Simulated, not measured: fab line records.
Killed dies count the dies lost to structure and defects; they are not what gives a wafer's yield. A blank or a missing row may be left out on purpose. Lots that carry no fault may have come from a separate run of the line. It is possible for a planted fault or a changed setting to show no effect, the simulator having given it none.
Split-lot experiment ; flow n5 finfet ; 7 lots, 21 wafers read, on a route of 1938 steps

## THE SPLIT
At N5_PASSIVATION_EXPOSE_41 (exposes mask PASS OPEN, defocus 0 nm, target cd 40000 nm), the setting dose mj was moved away from the recipe's 57.25 on 4 of the 21 wafers read, by -7.2% to -3.2%. This setting was run at the recipe's value on the other wafers.

## FROM THE SPLIT TO THE READING: what the file shows between them, 3 steps
- N5_PASSIVATION_PEB_42
- N5_PASSIVATION_DEVELOP_43: develop time 60 s
- N5_PASSIVATION_HARDBAKE_45: time 120 s

## THE READING
cd nm, in nm, at N5_PASSIVATION_CD_MEAS_44 (target cd 40000 nm). Fault-free wafers of this fab line usually give 40001 nm, standard deviation 3.3 nm.

wafer;tool, chamber at the split;dose mj as run;against the recipe;cd nm, nm;against lot-mates on the recipe
L077.4;krf scanner-02, 0;57.25;recipe;39998;-
L077.5;krf scanner-02, 0;57.25;recipe;40000;-
L077.6;krf scanner-02, 0;57.25;recipe;39998;-
L076.1;krf scanner-01, 0;57.25;recipe;40004;-
L076.4;krf scanner-01, 0;57.25;recipe;40001;-
L076.6;krf scanner-01, 0;57.25;recipe;40000;-
L078.1;krf scanner-01, 0;54.98;-4.0%;39988;-14
L078.3;krf scanner-01, 0;54.98;-4.0%;39991;-11
L078.5;krf scanner-01, 0;57.25;recipe;40002;-
L083.2;krf scanner-02, 0;57.25;recipe;39994;-
L083.4;krf scanner-02, 0;57.25;recipe;40002;-
L083.6;krf scanner-02, 0;53.12;-7.2%;39971;-27
L089.2;krf scanner-01, 0;57.25;recipe;40000;-
L089.4;krf scanner-01, 0;57.25;recipe;40002;-
L089.6;krf scanner-01, 0;57.25;recipe;39999;-
L090.1;krf scanner-02, 0;57.25;recipe;39999;-
L090.3;krf scanner-02, 0;57.25;recipe;39999;-
L090.5;krf scanner-02, 0;57.25;recipe;39997;-
L096.2;krf scanner-01, 0;57.25;recipe;40005;-
L096.5;krf scanner-01, 0;55.44;-3.2%;39994;-10
L096.6;krf scanner-01, 0;57.25;recipe;40004;-

THE FIT
A straight line over all 21 wafers: cd nm changes by +3.43 nm for each +1% of dose mj; r = +0.91; the points scatter about the line by 3.1 nm.
The same after taking each lot's own level away (the mean of its wafers on the recipe; 21 wafers): +3.52 nm for each +1%; r = +0.97; scatter 1.8 nm.
According to that fit, moving dose mj by its largest amount changes the reading by 25 nm.
Measured against the standard deviation above, the lots' own levels, which go from 39998.0 to 40004.5 nm, span 2.0 times it.
Hence the lot-to-lot level has little effect on the slope; both slopes agree.
Check: -23 nm against its lot-mates is what the line predicts for one of the wafers moved furthest among these (-7.2%) when that wafer is left out of the fit. It came out at -27 nm against them.

## FILE'S OWN FIT
cd nm changes by +3.54 nm for each +1% of dose mj, r = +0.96.
